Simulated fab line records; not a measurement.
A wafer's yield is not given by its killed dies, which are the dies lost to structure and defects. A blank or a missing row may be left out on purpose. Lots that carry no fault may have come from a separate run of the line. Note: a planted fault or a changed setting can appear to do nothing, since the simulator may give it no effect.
Lot-split experiment	flow n5 finfet	on a route of 1938 steps: 7 lots, 21 wafers read

ABOUT THE SPLIT
At N5_SD_EPI_N_EPI_21 (deposits Si:P, time 690 s), the setting epi growth time s was moved away from the recipe's 690 s on 6 of the 21 wafers read, by -10.1% to +6.7%. This setting was run at the recipe's value on the other wafers.

FROM THE SPLIT TO THE READING: what the file shows between them, 7 steps
- N5_SD_EPI_N_PRECLEAN_24: cleans in O3/DIW, time 60 s
- N5_SD_EPI_P_EPI_21: deposits SiGe:B, time 355 s
- N5_SD_EPI_P_HM_STRIP_48: strips SiNx in H3PO4, material SiNx, target depth 3 nm
- N5_SD_EPI_P_SRD_49: time 30 s
- N5_SD_EPI_P_PRECLEAN_24: cleans in O3/DIW, time 45 s
- N5_SD_ACTIVATION_RTA_00: time 0 s
- N5_SD_ACTIVATION_LSA_01: time 0.0008 s

THE READING
RS_SD_N, in ohm/sq, at N5_SD_ACTIVATION_RS_MEAS_03 (measures by four-point-probe). On this fab line, fault-free wafers typically give 21.95 ohm/sq with a standard deviation of 0.29 ohm/sq.

wafer	tool, chamber at the split	epi growth time s as run, s	against the recipe	RS_SD_N, ohm/sq	against lot-mates on the recipe
L079.3	epi rpcvd-03, 0	620.2	-10.1%	23.38	+1.11
L079.5	epi rpcvd-03, 0	690	recipe	22.27	-
L079.6	epi rpcvd-03, 0	620.2	-10.1%	23.41	+1.14
L086.2	epi rpcvd-01, 0	690	recipe	22.73	-
L086.3	epi rpcvd-01, 0	690	recipe	22.58	-
L086.6	epi rpcvd-01, 0	690	recipe	22.44	-
L088.2	epi rpcvd-03, 0	690	recipe	21.70	-
L088.4	epi rpcvd-03, 0	690	recipe	21.67	-
L088.6	epi rpcvd-03, 0	690	recipe	21.57	-
L091.1	epi rpcvd-01, 0	664.2	-3.7%	22.95	+0.74
L091.4	epi rpcvd-01, 0	690	recipe	22.21	-
L091.6	epi rpcvd-01, 0	664.2	-3.7%	22.82	+0.61
L092.1	epi rpcvd-02, 0	690	recipe	21.82	-
L092.3	epi rpcvd-02, 0	690	recipe	21.59	-
L092.6	epi rpcvd-02, 0	690	recipe	21.45	-
L095.2	epi rpcvd-03, 0	690	recipe	21.94	-
L095.4	epi rpcvd-03, 0	690	recipe	22.16	-
L095.5	epi rpcvd-03, 0	736.2	+6.7%	21.04	-1.01
L097.3	epi rpcvd-02, 0	690	recipe	21.78	-
L097.4	epi rpcvd-02, 0	690	recipe	21.91	-
L097.5	epi rpcvd-02, 0	655.2	-5.0%	22.39	+0.55

THE FIT
A straight line over all 21 wafers: RS_SD_N changes by -0.142 ohm/sq for each +1% of epi growth time s; r = -0.83; the points scatter about the line by 0.36 ohm/sq.
The same after taking each lot's own level away (the mean of its wafers on the recipe; 21 wafers): -0.124 ohm/sq for each +1%; r = -0.96; scatter 0.13 ohm/sq.
On that fit, the largest move of epi growth time s shifts the reading by 1.2 ohm/sq.
From 21.620 to 22.583 ohm/sq: that is the span of the lots' own levels, equal to 3.3 times the standard deviation above.
So the lot-to-lot level changes the slope: the two fits differ.
Check: with one of the wafers moved furthest among these (-10.1%) left out of the fit, the line predicts +1.32 ohm/sq for it against its lot-mates. Against them it came out at +1.11 ohm/sq.

OTHER SPLITS APPLIED TO THESE WAFERS
These wafers also went through other splits before the reading. Each is held against what the fit with the lots' levels taken away leaves over:
other split on the same wafers	wafers away from the commonest value	r with RS_SD_N (lot level and that fit taken away)
N5_WELL_APT_COAT_02 spin rpm	10	+0.21
N5_WELL_APT_COAT_19 spin rpm	6	-0.11
N5_FIN_SAQP_PECVD_06 time s	7	-0.36
N5_FIN_SAQP_PEB_14 peb time s	3	+0.46
N5_DUMMY_GATE_COAT_28 spin rpm	5	+0.35

THE WHOLE CHAIN: every reading that the file lists as answering this split, in the file's order
step	what it does	reading	change (the file's fit)	r (the file's)
N5_SD_EPI_N_EPI_21	deposits Si:P, time 690 s	Si-P_of_SD_EPI_N_EPI_21.thk nm (the simulator's own value, which no gauge read)	+0.358 nm for each +1% of the setting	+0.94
N5_SD_EPI_P_HM_STRIP_48	strips SiNx in H3PO4, material SiNx, target depth 3 nm	Si-P_of_SD_EPI_N_EPI_21.thk nm (the simulator's own value, which no gauge read)	+0.354 nm for each +1% of the setting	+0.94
N5_SD_ACTIVATION_RS_MEAS_03	measures by four-point-probe	RS_SD_N	-0.125 for each +1% of the setting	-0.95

FILE'S OWN FIT
RS_SD_N changes by -0.125 ohm/sq for each +1% of epi growth time s, r = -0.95.
